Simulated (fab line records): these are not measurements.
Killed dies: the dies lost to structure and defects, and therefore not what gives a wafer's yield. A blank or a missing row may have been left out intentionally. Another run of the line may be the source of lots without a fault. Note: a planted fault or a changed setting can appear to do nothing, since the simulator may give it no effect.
Chamber matching -- flow n5 finfet -- 4 sister chambers for N5_BEOL_M7_CMP_52 on cmp-01
The step polishes, stops on SiCOH lowk, t overpolish 6.9 s, target thk 80 nm. 4 wafers are shown with their chamber, then 10 later ones without.

WAFERS, EACH WITH ITS CHAMBER
wafer,chamber,motor current A (A)
L086.3,3,5.0
L089.4,0,5.6
L092.4,2,5.5
L092.5,1,5.9

WAFERS WITH NO CHAMBER GIVEN
wafer,motor current A (A)
L092.6,5.2
L093.1,5.4
L093.2,5.2
L093.4,5.2
L095.1,6.1
L095.4,5.3
L095.5,5.1
L097.1,5.4
L097.5,6.0
L097.6,5.5

WHICH CHAMBER EACH ONE RAN IN
wafer,from the rows above,in truth
L092.6,can't be placed: 3 or 2 or 0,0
L093.1,can't be placed: 2 or 0 or 3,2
L093.2,can't be placed: 3 or 2 or 0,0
L093.4,can't be placed: 3 or 2 or 0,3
L095.1,can't be placed: 1 or 0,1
L095.4,can't be placed: 2 or 0 or 3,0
L095.5,can't be placed: 3 or 2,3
L097.1,can't be placed: 2 or 0 or 3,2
L097.5,can't be placed: 1 or 0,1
L097.6,can't be placed: 2 or 0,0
Placed correctly: 0 of 10. Can't be placed from these rows: 10 (the true chamber is among the candidates in 10). Wrongly placed: 0.
How it was worked out, from the rows above alone: a wafer's distance from a chamber is the root of the sum, over the readings, of the square of ((its reading less the chamber's mean) divided by the reading's scatter). If the next closest chamber is less than 2 further off than the closest, the wafer can't be placed; otherwise it belongs to the closest. The mean given for a chamber averages the wafers shown for that chamber. The scatter (one wafer shown for each chamber): square how far every hidden wafer sits from the nearest shown wafer, average those squares and take the square root.
